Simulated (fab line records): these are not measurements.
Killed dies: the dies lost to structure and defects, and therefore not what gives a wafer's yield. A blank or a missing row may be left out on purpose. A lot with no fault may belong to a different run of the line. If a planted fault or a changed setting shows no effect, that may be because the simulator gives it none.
Matching of chambers || flow n5 finfet || N5_BEOL_M2_DEP_57 on pecvd-02 has 3 sister chambers
The step deposits SiCN from 3MS/NH3, target thk 8 nm, time 14 s. 3 wafers are shown with their chamber, then 7 later ones without.

## EACH WAFER AND ITS CHAMBER
{"wafer": "L094.6", "chamber": 2, "throttle valve pct (%)": 8.8}
{"wafer": "L095.1", "chamber": 0, "throttle valve pct (%)": 9.0}
{"wafer": "L095.5", "chamber": 1, "throttle valve pct (%)": 10.0}

## WAFERS WITHOUT THEIR CHAMBER
{"wafer": "L095.6", "throttle valve pct (%)": 9.4}
{"wafer": "L097.1", "throttle valve pct (%)": 8.9}
{"wafer": "L097.4", "throttle valve pct (%)": 9.3}
{"wafer": "L097.5", "throttle valve pct (%)": 8.9}
{"wafer": "L096.1", "throttle valve pct (%)": 10.2}
{"wafer": "L096.2", "throttle valve pct (%)": 9.1}
{"wafer": "L096.3", "throttle valve pct (%)": 8.8}

## WHICH CHAMBER EACH ONE RAN IN
{"wafer": "L095.6", "from the rows above": "can't be placed: 0 or 1 or 2", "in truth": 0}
{"wafer": "L097.1", "from the rows above": "can't be placed: 0 or 2", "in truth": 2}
{"wafer": "L097.4", "from the rows above": "can't be placed: 0 or 2 or 1", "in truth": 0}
{"wafer": "L097.5", "from the rows above": "can't be placed: 0 or 2", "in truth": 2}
{"wafer": "L096.1", "from the rows above": 1, "in truth": 1}
{"wafer": "L096.2", "from the rows above": "can't be placed: 0 or 2", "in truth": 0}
{"wafer": "L096.3", "from the rows above": "can't be placed: 2 or 0", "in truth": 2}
Placed correctly: 1 of 7. Can't be placed from these rows: 6 (the true chamber is among the candidates in 6). Wrongly placed: 0.
How it was worked out, from the rows above alone: a wafer's distance from a chamber is the root of the sum, over the readings, of the square of ((its reading less the chamber's mean) divided by the reading's scatter). If the next closest chamber is less than 2 further off than the closest, the wafer can't be placed; otherwise it belongs to the closest. Each chamber's mean is taken over the wafers shown for it. The scatter (one wafer shown for each chamber): square how far every hidden wafer sits from the nearest shown wafer, average those squares and take the square root.
